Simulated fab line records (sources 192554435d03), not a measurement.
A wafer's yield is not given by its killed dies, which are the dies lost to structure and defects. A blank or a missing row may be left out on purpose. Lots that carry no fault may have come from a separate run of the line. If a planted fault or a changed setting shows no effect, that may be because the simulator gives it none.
fab line records -- flow n5Finfet
record lots=9, wafers=27, lastDay=17
route steps=1938 shown WELL_APT@50 PMOS_HMC_CHANNEL_EPI@63 BEOL_M4@1111
lots untouched by any fault: they come from a run of this same line in which no faults occurred
startH: the number of hours between the record's first day and the start of the first shown wafer of the lot -- waitH: hours from the lot's prior step to this one -- " the same as in the row above -- L1.1+2: a row that stands for several wafers -- - no value present, or no start provided -- * or withheld: withheld -- < > ~ a bound
route shown NAME@n: names a module that has steps shown in the file, with the first one's number in the route -- usual: mean/standard deviation of fault-free wafers -- same: alike in all rows -- chamber/n: place in a boat -- sites: per-site readings -- _std_site: their standard deviation -- _edge_site: outer sites' mean less inner sites' -- radiusMm: how far each site lies from the wafer's centre -- mask NAME#n: copy n -- behind: tool/chamber where the wafer was last shaped -- hold: what put the lot on hold/how long, in hours/how the hold closed -- device: which transistor (n, p or np) failed to switch -- end of line: the route-end tests of the same wafers -- step lacking rows: just its recipe -- killed: count of dies lost to structure and defects at first sort (not the wafer's yield) -- map: per-die view of a wafer (x killed, . not killed, _ where there is no die)
set.NAME: setting as actually run; set.NAME@STEP: the setting as run at that earlier step -- model.NAME: the simulator's own value behind a step, which no gauge read
steps of the route over a sample of lots; a table a step, a row a wafer
services: a tool's chamber out of use, with start hour (startH, from the record's first day; less than 0 if before it), hours out, and reason
## steps
# step N5_WELL_APT_RTA_34
# recipe tempC=1000, timeS=10, ambient=N2, idleTempC=600, rampUpCPerS=150, rampDownCPerS=60, coolToC=600
# usual lampPowerPct=13.00/0.055, lamp_zone_6_pct=12.921/0.027, wafer_temp_C_max=1003.5/1.1
lot.wafer,tool,chamber,startH,waitH,lampPowerPct,lamp_zone_6_pct,wafer_temp_C_max
L240.1,rtpAnneal-01,0,16.13,0.1,12.99,12.925,1004.5
L240.4,rtpAnneal-01,0,16.13,0.1,13.02,12.857,1003.2
L240.6,rtpAnneal-01,0,16.13,0.1,13.02,12.929,1004.2
L247.1,rtpAnneal-02,0,58.96,0.0,13.05,12.907,1001.8
L247.5,rtpAnneal-02,0,58.96,0.0,13.02,12.896,1002.0
L247.6,rtpAnneal-02,0,58.96,0.0,12.94,12.914,1003.6
L248.1,rtpAnneal-01,0,64.08,0.2,13.01,12.914,1003.9
L248.4,rtpAnneal-01,0,64.08,0.2,12.99,12.916,1004.2
L248.6,rtpAnneal-01,0,64.08,0.2,12.99,12.952,1001.7
L249.2,rtpAnneal-01,0,69.80,0.1,12.92,12.913,1001.3
L249.4,rtpAnneal-01,0,69.80,0.1,13.00,12.872,1004.3
L249.6,rtpAnneal-01,0,69.80,0.1,13.03,12.901,1005.4
L253.1,rtpAnneal-02,0,94.67,0.0,13.10,12.935,1003.1
L253.2,rtpAnneal-02,0,94.67,0.0,13.04,12.925,1004.2
L253.5,rtpAnneal-02,0,94.67,0.0,12.97,12.992,1004.4
L254.3,rtpAnneal-02,0,100.60,0.1,13.00,12.957,1003.3
L254.4,rtpAnneal-02,0,100.60,0.1,13.07,12.870,1005.4
L254.6,rtpAnneal-02,0,100.60,0.1,12.94,12.961,1003.4
L261.1,rtpAnneal-01,0,141.80,0.0,12.99,12.923,1005.5
L261.2,rtpAnneal-01,0,141.80,0.0,12.96,12.925,1004.1
L261.3,rtpAnneal-01,0,141.80,0.0,13.10,12.946,1003.6
L262.1,rtpAnneal-01,0,148.35,0.0,13.01,12.903,1004.1
L262.4,rtpAnneal-01,0,148.35,0.0,13.03,12.949,1004.4
L262.5,rtpAnneal-01,0,148.35,0.0,13.04,12.925,1004.8
L263.2,rtpAnneal-01,0,153.64,0.1,13.01,12.913,1003.5
L263.4,rtpAnneal-01,0,153.64,0.1,12.96,12.887,1004.1
L263.5,rtpAnneal-01,0,153.64,0.1,12.98,12.888,1005.3
# step N5_PMOS_HMC_CHANNEL_EPI_PEB_07
# recipe pebTempC=110, pebTimeS=60, resist=CAR-ArF-block
# usual heaterPowerTotalW=175.3/1.6, plateTempC=110.02/0.12, resistLineTempC=22.96/0.11
lot.wafer,tool,chamber,startH,waitH,heaterPowerTotalW,plateTempC,resistLineTempC
L240.1,lithoTrack-02,0,17.84,0.1,177.2,109.97,22.87
L240.4,lithoTrack-02,0,17.84,0.1,176.1,109.91,22.94
L240.6,lithoTrack-02,0,17.84,0.1,172.9,109.96,22.80
L247.1,lithoTrack-02,0,60.22,0.1,176.2,110.08,23.05
L247.5,lithoTrack-02,0,60.22,0.1,176.9,110.01,22.96
L247.6,lithoTrack-02,0,60.22,0.1,175.7,110.06,23.01
L248.1,lithoTrack-04,0,65.22,0.1,175.2,109.78,22.68
L248.4,lithoTrack-04,0,65.22,0.1,176.4,110.07,22.97
L248.6,lithoTrack-04,0,65.22,0.1,176.2,110.04,22.81
L249.2,lithoTrack-02,0,71.04,0.0,173.0,110.13,23.00
L249.4,lithoTrack-02,0,71.04,0.0,173.1,110.27,22.97
L249.6,lithoTrack-02,0,71.04,0.0,174.9,109.95,23.02
L253.1,lithoTrack-02,0,95.92,0.1,184.0,114.39,22.93
L253.2,lithoTrack-02,0,95.92,0.1,185.9,114.56,22.97
L253.5,lithoTrack-02,0,95.92,0.1,187.1,114.53,23.05
L254.3,lithoTrack-02,0,101.81,0.0,183.0,114.73,23.13
L254.4,lithoTrack-02,0,101.81,0.0,185.9,114.69,22.98
L254.6,lithoTrack-02,0,101.81,0.0,187.6,114.59,23.29
L261.1,lithoTrack-05,0,143.14,0.1,176.1,110.08,23.05
L261.2,lithoTrack-05,0,143.14,0.1,176.5,110.07,22.88
L261.3,lithoTrack-05,0,143.14,0.1,176.1,110.05,22.97
L262.1,lithoTrack-05,0,149.82,0.1,173.7,110.15,23.03
L262.4,lithoTrack-05,0,149.82,0.1,173.1,110.15,23.02
L262.5,lithoTrack-05,0,149.82,0.1,175.9,110.06,23.05
L263.2,lithoTrack-02,0,154.88,0.0,174.6,110.20,23.02
L263.4,lithoTrack-02,0,154.88,0.0,176.3,110.17,23.04
L263.5,lithoTrack-02,0,154.88,0.0,173.8,110.11,23.05
# step N5_PMOS_HMC_CHANNEL_EPI_CD_MEAS_09
# recipe targetCdNm=237.4, landingEnergyEv=500, detector=seInlens
# usual cdNm=237.4/1.1
lot.wafer,tool,chamber,startH,waitH,cdNm
L240.1,cdSem-01,0,17.91,-,236.3
L240.4,cdSem-01,0,17.91,-,236.7
L240.6,cdSem-01,0,17.91,-,236.3
L247.1,cdSem-01,0,60.28,-,236.5
L247.5,cdSem-01,0,60.28,-,236.7
L247.6,cdSem-01,0,60.28,-,236.4
L248.1,cdSem-02,0,65.28,-,238.5
L248.4,cdSem-02,0,65.28,-,238.5
L248.6,cdSem-02,0,65.28,-,237.7
L249.2,cdSem-03,0,71.11,-,237.2
L249.4,cdSem-03,0,71.11,-,238.7
L249.6,cdSem-03,0,71.11,-,238.4
L253.1,cdSem-03,0,95.99,-,249.3
L253.2,cdSem-03,0,95.99,-,249.9
L253.5,cdSem-03,0,95.99,-,248.2
L254.3,cdSem-03,0,101.88,-,249.6
L254.4,cdSem-03,0,101.88,-,247.6
L254.6,cdSem-03,0,101.88,-,249.6
L261.1,cdSem-03,0,143.21,-,237.2
L261.2,cdSem-03,0,143.21,-,236.3
L261.3,cdSem-03,0,143.21,-,236.5
L262.1,cdSem-03,0,149.88,-,239.3
L262.4,cdSem-03,0,149.88,-,238.5
L262.5,cdSem-03,0,149.88,-,239.0
L263.2,cdSem-02,0,154.94,-,236.5
L263.4,cdSem-02,0,154.94,-,235.4
L263.5,cdSem-02,0,154.94,-,237.1
# step N5_PMOS_HMC_CHANNEL_EPI_INSPECT_11
# recipe mode=adi, inspectInstrument=macro
# usual rawDefectCount=2.0/1.4
lot.wafer,tool,chamber,startH,waitH,rawDefectCount
L240.1,defectInspect-02,-,17.97,0.0,3
L240.4,defectInspect-02,-,17.97,0.0,2
L240.6,defectInspect-02,-,17.97,0.0,1
L247.1,defectInspect-01,-,60.34,0.0,3
L247.5,defectInspect-01,-,60.34,0.0,3
L247.6,defectInspect-01,-,60.34,0.0,1
L248.1,defectInspect-01,-,65.34,0.0,2
L248.4,defectInspect-01,-,65.34,0.0,0
L248.6,defectInspect-01,-,65.34,0.0,0
L249.2,defectInspect-02,-,71.17,0.0,3
L249.4,defectInspect-02,-,71.17,0.0,4
L249.6,defectInspect-02,-,71.17,0.0,2
L253.1,defectInspect-01,-,96.05,0.0,4
L253.2,defectInspect-01,-,96.05,0.0,2
L253.5,defectInspect-01,-,96.05,0.0,2
L254.3,defectInspect-01,-,101.93,0.0,4
L254.4,defectInspect-01,-,101.93,0.0,3
L254.6,defectInspect-01,-,101.93,0.0,2
L261.1,defectInspect-02,-,143.26,0.0,0
L261.2,defectInspect-02,-,143.26,0.0,3
L261.3,defectInspect-02,-,143.26,0.0,2
L262.1,defectInspect-02,-,149.95,0.0,0
L262.4,defectInspect-02,-,149.95,0.0,0
L262.5,defectInspect-02,-,149.95,0.0,4
L263.2,defectInspect-02,-,155.00,0.0,2
L263.4,defectInspect-02,-,155.00,0.0,0
L263.5,defectInspect-02,-,155.00,0.0,3
# step N5_PMOS_HMC_CHANNEL_EPI_ETCH_38
# recipe chemistry=CF4, target=SiO2, targetDepthA=15, ionEnergyEv=350, pressureMtorr=10, icpW=800, biasW=400, cf4FlowSccm=80
# usual drypumpMotorCurrentA=5.7/0.43, oesProductAu=1.006/0.02, rfFwdPowerW=783/3.8, throttleValvePct=21.72/0.15
lot.wafer,tool,chamber,startH,waitH,drypumpMotorCurrentA,oesProductAu,rfFwdPowerW,rfHoursCounterH,throttleValvePct
L240.1,rieSi-06,1,18.46,0.0,5.7,1.034,779,139,21.75
L240.4,rieSi-06,2,18.46,0.0,5.7,1.005,785,58,21.69
L240.6,rieSi-06,3,18.46,0.0,6.3,1.003,781,-,21.76
L247.1,rieSi-03,1,60.81,0.0,4.9,1.034,788,32,21.71
L247.5,rieSi-03,3,60.81,0.0,6.1,0.994,777,-,21.53
L247.6,rieSi-03,2,60.81,0.0,5.7,1.019,784,-,21.60
L248.1,rieSi-03,3,65.81,0.0,6.1,0.999,776,2,21.55
L248.4,rieSi-03,0,65.81,0.0,6.3,0.982,785,178,21.52
L248.6,rieSi-03,2,65.81,0.0,5.7,1.021,786,-,21.61
L249.2,rieSi-06,0,71.91,0.0,5.5,1.023,777,8,21.80
L249.4,rieSi-06,1,71.91,0.0,5.7,1.024,785,140,21.76
L249.6,rieSi-06,0,71.91,0.0,5.5,1.022,778,-,21.81
L253.1,rieSi-06,0,96.52,0.0,5.5,1.030,783,8,21.81
L253.2,rieSi-06,2,96.52,0.0,5.7,1.013,787,60,21.69
L253.5,rieSi-06,0,96.52,0.0,5.5,1.026,782,-,21.82
L254.3,rieSi-06,2,102.40,0.0,5.7,1.004,786,60,21.70
L254.4,rieSi-06,3,102.40,0.0,6.3,0.994,780,0,21.76
L254.6,rieSi-06,3,102.40,0.0,6.3,0.993,779,-,21.72
L261.1,rieSi-03,0,143.73,0.0,6.3,0.966,782,179,21.48
L261.2,rieSi-03,2,143.73,0.0,5.7,1.009,786,39,21.60
L261.3,rieSi-03,3,143.73,0.0,6.1,0.999,783,3,21.55
L262.1,rieSi-03,3,150.42,0.0,6.1,1.006,779,3,21.55
L262.4,rieSi-03,2,150.42,0.0,5.7,1.018,783,39,21.61
L262.5,rieSi-03,2,150.42,0.0,5.7,1.019,782,-,21.59
L263.2,rieSi-02,0,155.47,0.0,5.2,0.973,787,154,21.60
L263.4,rieSi-02,2,155.47,0.0,5.0,1.016,784,103,22.00
L263.5,rieSi-02,1,155.47,0.0,5.9,0.992,788,-,22.01
# step N5_BEOL_M4_RC_MEAS_101
# usual DIBL_N=36.8/1.5, DIBL_P=37.1/2.1, IOFF_N=0.168/0.03, IOFF_P=0.22/0.034, ION_N=679/12, ION_P=466/8, SS_N=71.7/0.58, SS_P=73.5/0.67, VT_N=248.8/2.7, VT_P=-250/3.3
lot.wafer,tool,chamber,startH,waitH,DIBL_N[mV/V],DIBL_P[mV/V],IOFF_N[nA/um],IOFF_P[nA/um],ION_N[uA/um],ION_P[uA/um],SS_N[mV/dec],SS_P[mV/dec],VT_N[mV],VT_P[mV]
L240.1,prober-02,0,156.19,0.0,38.6,39.9,0.204,0.24,683,463,73.2,74.1,247.3,-249
L240.4,prober-02,0,156.19,0.0,34.9,35.0,0.135,0.17,662,455,71.3,73.5,250.8,-256
L240.6,prober-02,0,156.19,0.0,38.5,39.9,0.213,0.25,679,466,71.6,74.3,244.0,-247
L247.1,prober-02,0,207.27,0.0,39.4,37.8,0.201,0.25,695,471,71.9,74.3,248.2,-249
L247.5,prober-02,0,207.27,0.0,37.6,36.6,0.169,0.23,684,466,72.0,73.3,250.7,-246
L247.6,prober-02,0,207.27,0.0,37.8,37.7,0.178,0.25,695,478,72.0,73.8,247.1,-243
L249.2,prober-01,0,209.36,0.2,38.6,40.4,0.222,0.23,688,457,71.9,74.1,245.8,-253
L249.4,prober-01,0,209.36,0.2,35.1,36.2,0.148,0.16,680,458,70.8,72.7,249.5,-257
L249.6,prober-01,0,209.36,0.2,37.7,38.2,0.178,0.20,673,457,72.5,73.5,249.2,-254
L248.1,prober-02,0,211.98,0.0,38.5,38.9,0.202,0.22,682,455,72.4,74.0,246.2,-250
L248.4,prober-02,0,211.98,0.0,35.3,36.3,0.153,0.19,678,466,72.1,73.2,250.0,-253
L248.6,prober-02,0,211.98,0.0,37.8,39.0,0.204,0.24,696,467,72.0,74.1,245.2,-249
L253.1,prober-02,0,242.12,0.0,34.3,32.5,0.132,0.19,662,465,70.9,73.3,250.2,-251
L253.2,prober-02,0,242.12,0.0,36.4,34.9,0.166,0.22,676,470,71.2,73.4,247.7,-250
L253.5,prober-02,0,242.12,0.0,35.6,34.2,0.152,0.21,670,461,71.0,74.0,249.4,-250
L254.3,prober-02,0,246.82,0.3,41.2,40.8,0.240,0.32,677,468,72.2,76.2,245.5,-248
L254.4,prober-02,0,246.82,0.3,36.5,34.4,0.138,0.21,662,464,71.1,73.5,253.0,-251
L254.6,prober-02,0,246.82,0.3,35.5,32.9,0.124,0.18,657,455,71.1,72.4,253.3,-249
L261.1,prober-02,0,288.14,0.0,39.5,39.8,0.233,0.28,712,478,71.8,74.5,244.4,-247
L261.2,prober-02,0,288.14,0.0,36.3,36.0,0.149,0.21,687,472,71.4,73.2,250.9,-249
L261.3,prober-02,0,288.14,0.0,37.7,37.7,0.182,0.23,695,476,72.2,73.2,248.9,-250
L262.1,prober-02,0,296.59,0.0,33.4,33.0,0.126,0.19,679,469,71.3,72.9,252.8,-251
L262.4,prober-02,0,296.59,0.0,34.7,34.8,0.147,0.22,681,472,71.5,73.4,252.4,-247
L262.5,prober-02,0,296.59,0.0,36.5,36.2,0.164,0.26,678,474,72.4,73.0,248.7,-246
L263.2,prober-01,0,314.67,0.2,37.7,38.6,0.167,0.25,676,467,71.3,73.1,249.5,-246
L263.4,prober-01,0,314.67,0.2,38.0,37.2,0.171,0.22,680,469,71.0,72.6,249.2,-248
L263.5,prober-01,0,314.67,0.2,35.4,34.7,0.135,0.18,667,455,71.3,72.9,252.4,-251
## services
tool,chamber,startH,hours,kind
rieSi-06,2,-2.32,10.6,repair
rieSi-03,1,4.43,7.0,repair
rieSi-06,3,49.82,-,clean
rieSi-06,3,49.82,17.7,scheduledDown
rieSi-06,3,49.82,17.7,ventCycle
rtpAnneal-01,-,81.37,3.6,pm
rieSi-02,2,84.14,7.9,repair
rieSi-02,-,84.27,2.8,pm
rieSi-06,2,87.00,6.3,repair
rieSi-03,3,101.59,13.9,repair
## key
firstSign step=N5_PMOS_HMC_CHANNEL_EPI_PEB_07, reading=plateTempC, direction=up, sigmas=38, usual=*, struck=*
effect step=N5_PMOS_HMC_CHANNEL_EPI_PEB_07, reading=heaterPowerTotalW, direction=up, sigmas=6.3, usual=*, struck=*
effect step=N5_PMOS_HMC_CHANNEL_EPI_CD_MEAS_09, reading=cdNm, direction=up, sigmas=11, usual=237.4, struck=249.0
metAt N5_PMOS_HMC_CHANNEL_EPI_PEB_07
struckLots L253,L254
notActingAt N5_WELL_APT_RTA_34,N5_PMOS_HMC_CHANNEL_EPI_INSPECT_11,N5_PMOS_HMC_CHANNEL_EPI_ETCH_38
onsetBetween 71.04 95.92
fault kind=processParameterDrift, tool=lithoTrack-02, chamber=-, onsetH=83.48, steps=N5_PMOS_HMC_CHANNEL_EPI_PEB_07, channel=pebTempC, offset=*, shape=step, endH=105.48, actsIn=*, stated=*
